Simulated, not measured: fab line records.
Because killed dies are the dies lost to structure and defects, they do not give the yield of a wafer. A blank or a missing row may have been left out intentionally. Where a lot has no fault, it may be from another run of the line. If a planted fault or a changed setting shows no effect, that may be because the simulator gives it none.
Struck lot and sound lot, side by side | flow nand_harc | 15 steps out of a route of 1159
Sound: wafers L878.1, L878.3, L878.5. Struck: wafer L889.1. (L889.3, L889.6 of the same lot were not struck and are left out.) The cause comes at the end.
Per side, at each step with rows, come the tool, then ch with its chambers, and then its first start. Under that, the readings that differ: sound wafers | struck wafers | difference of the means | sigmas: that difference in standard deviations of wafers without a fault.
alike: same words and numbers on both sides, and readings whose means sit less than 2 such deviations apart. not compared: any withheld reading, any reading some wafer has no value for, any bound like >300 that may hide the same value, and any number with overlapping values for which the record gives no deviation.
A row with sigmas, a row that says differs or no value, or rows on one side alone: a step with any of these is where the two part. When numbers do not overlap yet have no deviation, they are printed without sigmas and do not part them. A reading missing from all wafers of one side parts the sides only when that side holds two or more wafers.

first, 8 steps without rows for these wafers: NHARC_A_SGD_CUT_COAT_56 (time 75 s); NHARC_A_SGD_CUT_COAT_57 (time 65 s); NHARC_A_SGD_CUT_COAT_03 (resist thk 90 nm); NHARC_A_SGD_CUT_SOFTBAKE_04 (time 55 s); NHARC_A_SGD_CUT_EBR_05; NHARC_A_SGD_CUT_EXPOSE_06 (exposes mask SGD); NHARC_A_SGD_CUT_PEB_07 (peb time 65 s); NHARC_A_SGD_CUT_DEVELOP_08 (develop time 35 s).
NHARC_A_SGD_CUT_CD_MEAS_09 targets a cd of 100 nm.
  sound on cd_sem-01 ch 0, day 14 21:38; struck on cd_sem-03 ch 0, day 16 16:52
  alike: cd_nm
NHARC_A_SGD_CUT_OVL_MEAS_10:
  sound on overlay-01 at day 14 21:43; struck on overlay-01 at day 16 16:56
  alike: overlay_x_nm, overlay_y_nm
NHARC_A_SGD_CUT_INSPECT_11:
  sound on defect_inspect-02 at day 14 21:46; struck on defect_inspect-01 at day 16 17:00
  reading          | sound   | struck | difference | sigmas
  raw_defect_count | 7 11 14 | 28     | +17        | +2
NHARC_A_SGD_CUT_DESCUM_14: chemistry O2, time 3 s.
  sound on rie_diel-01 ch 2,3, day 14 21:50; struck on rie_diel-05 ch 0, day 16 17:04
  alike: drypump_motor_current_A, oes_product_au, rf_vpp_V, showerhead_plenum_p_Torr, throttle_valve_pct
  not compared: rf_hours_counter_h
NHARC_A_SGD_CUT_ETCH_58: etches the open film in CF4, target depth 39 nm, time 65 s.
  sound on rie_diel-01 ch 1,2,3, day 14 21:55; struck on rie_diel-05 ch 0, day 16 17:09
  reading               | sound             | struck | difference | sigmas
  oes_product_au (a.u.) | 0.992 0.994 0.994 | 0.823  | -0.170     | -18
  alike: drypump_motor_current_A, rf_vpp_V, showerhead_plenum_p_Torr, throttle_valve_pct
  not compared: rf_hours_counter_h
NHARC_A_SGD_CUT_ETCH_59: etches the open film in N2/H2, target depth 260 nm, time 406.25 s.
  sound on rie_diel-01 ch 1,2,3; struck on rie_diel-05 ch 0
  alike: drypump_motor_current_A, oes_product_au, rf_vpp_V, showerhead_plenum_p_Torr, throttle_valve_pct
  not compared: rf_hours_counter_h
-- jump in the record: it breaks off in module A_SGD_CUT and resumes in module END (first step shown: number 1159 of the route), and 6 days separate the struck wafers' starts before and after --
NHARC_END_SORT_01:
  sound on prober-01 ch 0, day 20 23:23; struck on prober-02 ch 0, day 22 07:50
  reading         | sound    | struck                   | difference                   | sigmas
  hold            | - - -    | await_dispo/5.5h/release | no value on the sound wafers |
  killed_at_array | 20 27 29 | 491                      | +466                         | +50
  killed_dies     | 24 30 36 | 493                      | +463                         | +51
  alike: killed_at_other, killed_at_periphery, killed_open, killed_short

## WHERE THEY PART
At NHARC_A_SGD_CUT_INSPECT_11 first; at NHARC_END_SORT_01 last (within this record only).

WHY: what had been put in by the simulator
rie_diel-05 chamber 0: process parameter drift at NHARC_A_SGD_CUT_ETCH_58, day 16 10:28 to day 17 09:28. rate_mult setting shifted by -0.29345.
